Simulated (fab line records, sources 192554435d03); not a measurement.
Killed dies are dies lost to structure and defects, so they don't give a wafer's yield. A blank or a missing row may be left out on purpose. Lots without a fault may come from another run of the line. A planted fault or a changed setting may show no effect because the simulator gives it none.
Split-lot experiment | flow n5_finfet | 7 lots, 39 wafers read, on a route of 1938 steps

THE SPLIT
At N5_FIN_SAQP_SPACER1_ALD_24 (deposits SiO2, target thk 20.3 nm, pulse time 1 s, purge time 2 s), the setting ald_cycles was moved away from the recipe's 218 on 18 of the 39 wafers read, by -27.5% to +56.0%. The other wafers ran this setting at the recipe's value.

FROM THE SPLIT TO THE READING: what the file shows between them, 2 steps
- N5_FIN_SAQP_SPACER1_ETCHBACK_25: etches SiO2 in CHF3/O2, target depth 24.4 nm, time 12.2 s
- N5_FIN_SAQP_MANDREL1_REMOVE_56: chemistry HBr/Cl2/O2, target a-Si, stops on SiNx, bt time 10 s

THE READING
cd_nm, in nm, at N5_FIN_SAQP_CD_MEAS_27 (target cd 20 nm). Fault-free wafers of this fab line usually give 20.27 nm, standard deviation 0.21 nm.

wafer  | tool, chamber at the split | ald_cycles as run | against the recipe | cd_nm, nm | against lot-mates on the recipe
L076.1 | ald_sin-04, 3,1,0          | 218               | recipe             | 19.71     | -
L076.2 | ald_sin-04, 3,1,0          | 218               | recipe             | 20.28     | -
L076.3 | ald_sin-04, 0,2,1          | 158               | -27.5%             | 15.35     | -4.85
L076.4 | ald_sin-04, 0,2,1          | 158               | -27.5%             | 14.44     | -5.76
L076.5 | ald_sin-04, 3,1,0          | 218               | recipe             | 20.60     | -
L076.6 | ald_sin-04, 0,2,1          | 158               | -27.5%             | 14.92     | -5.28
L079.2 | ald_sin-04, 3,0,3          | 218               | recipe             | 19.81     | -
L079.4 | ald_sin-04, 3,0,3          | 218               | recipe             | 19.92     | -
L079.6 | ald_sin-04, 3,0,3          | 218               | recipe             | 20.00     | -
L085.1 | ald_sin-01, 1,0,1          | 218               | recipe             | 20.34     | -
L085.2 | ald_sin-01, 3              | 302               | +38.5%             | 28.49     | +8.43
L085.3 | ald_sin-01, 1,0,1          | 218               | recipe             | 19.98     | -
L085.4 | ald_sin-01, 2              | 302               | +38.5%             | 27.50     | +7.44
L085.5 | ald_sin-01, 0              | 302               | +38.5%             | 27.86     | +7.80
L085.6 | ald_sin-01, 1,0,1          | 218               | recipe             | 19.86     | -
L089.1 | ald_sin-04, 3              | 282               | +29.4%             | 26.05     | +5.78
L089.2 | ald_sin-04, 2,0            | 218               | recipe             | 20.18     | -
L089.3 | ald_sin-04, 1              | 282               | +29.4%             | 26.22     | +5.95
L089.4 | ald_sin-04, 2,0            | 218               | recipe             | 20.27     | -
L089.5 | ald_sin-04, 2              | 218               | recipe             | 20.35     | -
L089.6 | ald_sin-04, 1              | 282               | +29.4%             | 26.24     | +5.97
L092.1 | ald_sin-01, 0              | 340               | +56.0%             | 31.77     | +11.49
L092.2 | ald_sin-01, 2,1            | 340               | +56.0%             | 31.65     | +11.37
L092.3 | ald_sin-01, 3              | 218               | recipe             | 20.43     | -
L092.4 | ald_sin-01, 2,1            | 340               | +56.0%             | 31.43     | +11.15
L092.5 | ald_sin-01, 2,1            | 218               | recipe             | 20.26     | -
L092.6 | ald_sin-01, 2,1            | 218               | recipe             | 20.15     | -
L094.1 | ald_sin-02, 2              | 218               | recipe             | 20.28     | -
L094.2 | ald_sin-02, 3              | 218               | recipe             | 20.25     | -
L094.3 | ald_sin-02, 1,0            | 310               | +42.2%             | 28.59     | +8.40
L094.4 | ald_sin-02, 1,0            | 310               | +42.2%             | 28.86     | +8.67
L094.5 | ald_sin-02, 3              | 310               | +42.2%             | 29.02     | +8.83
L094.6 | ald_sin-02, 2              | 218               | recipe             | 20.04     | -
L096.1 | ald_sin-04, 1,2,1          | 218               | recipe             | 20.54     | -
L096.2 | ald_sin-04, 1,2,1          | 218               | recipe             | 20.29     | -
L096.3 | ald_sin-04, 0,3,2          | 297               | +36.2%             | 27.97     | +7.59
L096.4 | ald_sin-04, 0,3,2          | 297               | +36.2%             | 28.19     | +7.81
L096.5 | ald_sin-04, 1,2,1          | 218               | recipe             | 20.32     | -
L096.6 | ald_sin-04, 0,3,2          | 297               | +36.2%             | 27.85     | +7.47
Where a row lists several chambers, the file gives one row for several wafers and doesn't say which wafer went through which chamber.

THE FIT
A straight line over all 39 wafers: cd_nm changes by +0.203 nm for each +1% of ald_cycles; r = +1.00; the points scatter about the line by 0.29 nm.
The same after taking each lot's own level away (the mean of its wafers on the recipe; 39 wafers): +0.202 nm for each +1%; r = +1.00; scatter 0.25 nm.
On that fit, the largest move of ald_cycles shifts the reading by 11 nm.
The lots' own levels span 19.910 to 20.383 nm, that is 2.3 times the standard deviation above.
So the lot-to-lot level changes the slope little: the two slopes agree.
Check: with one of the wafers moved furthest among these (+56.0%) left out of the fit, the line predicts +11.4 nm for it against its lot-mates. It came out at +11.5 nm against them.

OTHER SPLITS ON THESE WAFERS
These wafers also went through other splits before the reading. Each is held against what the fit with the lots' levels taken away leaves over:
other split on the same wafers     | wafers away from the commonest value | r with cd_nm (lot level and that fit taken away)
N5_FIN_SAQP_HM_DEP_03 target_thk_a | 15                                   | +0.22

THE WHOLE CHAIN: every reading that the file lists as answering this split, in the file's order
step                           | what it does                                                      | reading                                                                                 | change (the file's fit)               | r (the file's)
N5_FIN_SAQP_SPACER1_ALD_24     | deposits SiO2, target thk 20.3 nm, pulse time 1 s, purge time 2 s | SiO2_of_FIN_SAQP_SPACER1_ALD_24.thk_nm (the simulator's own value, which no gauge read) | +0.203 nm for each +1% of the setting | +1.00
N5_FIN_SAQP_MANDREL1_REMOVE_56 | chemistry HBr/Cl2/O2, target a-Si, stops on SiNx, bt time 10 s    | FIN_SAQP.cd_nm (the simulator's own value, which no gauge read)                         | +0.203 nm for each +1% of the setting | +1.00
N5_FIN_SAQP_CD_MEAS_27         | target cd 20 nm                                                   | cd_nm                                                                                   | +0.203 nm for each +1% of the setting | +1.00

THE FILE'S OWN FIT
cd_nm changes by +0.203 nm for each +1% of ald_cycles, r = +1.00.
